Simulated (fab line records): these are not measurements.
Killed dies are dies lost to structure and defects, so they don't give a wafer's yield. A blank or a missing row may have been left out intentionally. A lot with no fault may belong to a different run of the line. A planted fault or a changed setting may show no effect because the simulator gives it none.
Matching of chambers    flow n5-finfet    rie-diel-02 running N5_BEOL_M7_ETCH_66: 4 sister chambers
The step etches SOC in N2/H2, target depth 80 nm, overetch 16 nm, time 120 s. 16 wafers are shown with their chamber, then 8 later ones without.

WAFERS PAIRED WITH THEIR CHAMBERS
wafer   chamber  drypump-motor-current-A (A)  showerhead-plenum-p-Torr (Torr)  throttle-valve-pct (%)
L080.1  0        6.1                          2.61                             17.35
L080.4  2        5.3                          2.43                             17.83
L080.6  1        6.5                          2.70                             17.80
L082.3  1        6.6                          2.69                             17.81
L082.4  0        6.1                          2.61                             17.35
L082.6  3        5.2                          2.57                             18.19
L083.2  1        6.6                          2.69                             17.81
L083.4  2        5.3                          2.43                             17.85
L083.6  0        6.2                          2.61                             17.33
L090.3  1        6.6                          2.69                             17.84
L090.4  3        5.2                          2.57                             18.20
L090.5  0        6.1                          2.60                             17.37
L092.1  1        6.6                          2.69                             17.85
L092.2  0        6.1                          2.60                             17.40
L092.6  2        5.3                          2.42                             17.87
L091.1  3        5.2                          2.56                             18.23

SIGNATURES (averages over the wafers above)
reading                   chamber 0  chamber 1  chamber 2  chamber 3  scatter within a chamber
drypump-motor-current-A   6.120      6.580      5.300      5.200      0.0365
showerhead-plenum-p-Torr  2.6060     2.6920     2.4267     2.5667     0.00527
throttle-valve-pct        17.3600    17.8220    17.8500    18.2067    0.023
Rule: for each reading, subtract the chamber's mean from the wafer's reading, divide by that reading's scatter and square the result; add these up over the readings and take the root, which gives the wafer's distance from the chamber. If the next closest chamber is less than 2 further off than the closest, the wafer can't be placed; otherwise it belongs to the closest. The scatter is the square root of a quotient: the sum, over the shown wafers, of each reading's squared deviation from its chamber's mean, divided by wafers minus chambers.

WAFERS MISSING THEIR CHAMBER
wafer   drypump-motor-current-A (A)  showerhead-plenum-p-Torr (Torr)  throttle-valve-pct (%)
L091.2  6.2                          2.60                             17.38
L091.6  5.2                          2.56                             18.22
L093.1  6.1                          2.60                             17.39
L093.4  5.3                          2.42                             17.88
L093.6  5.3                          2.42                             17.88
L096.2  6.1                          2.60                             17.39
L096.4  5.3                          2.56                             18.22
L096.5  6.2                          2.60                             17.38

WHICH CHAMBER EACH WENT THROUGH
wafer   from the rows above  in truth
L091.2  0                    0
L091.6  3                    3
L093.1  0                    0
L093.4  2                    2
L093.6  2                    2
L096.2  0                    0
L096.4  3                    3
L096.5  0                    0
Placed correctly: 8 of 8. Left unplaced by these rows: 0. Placed wrongly: 0.
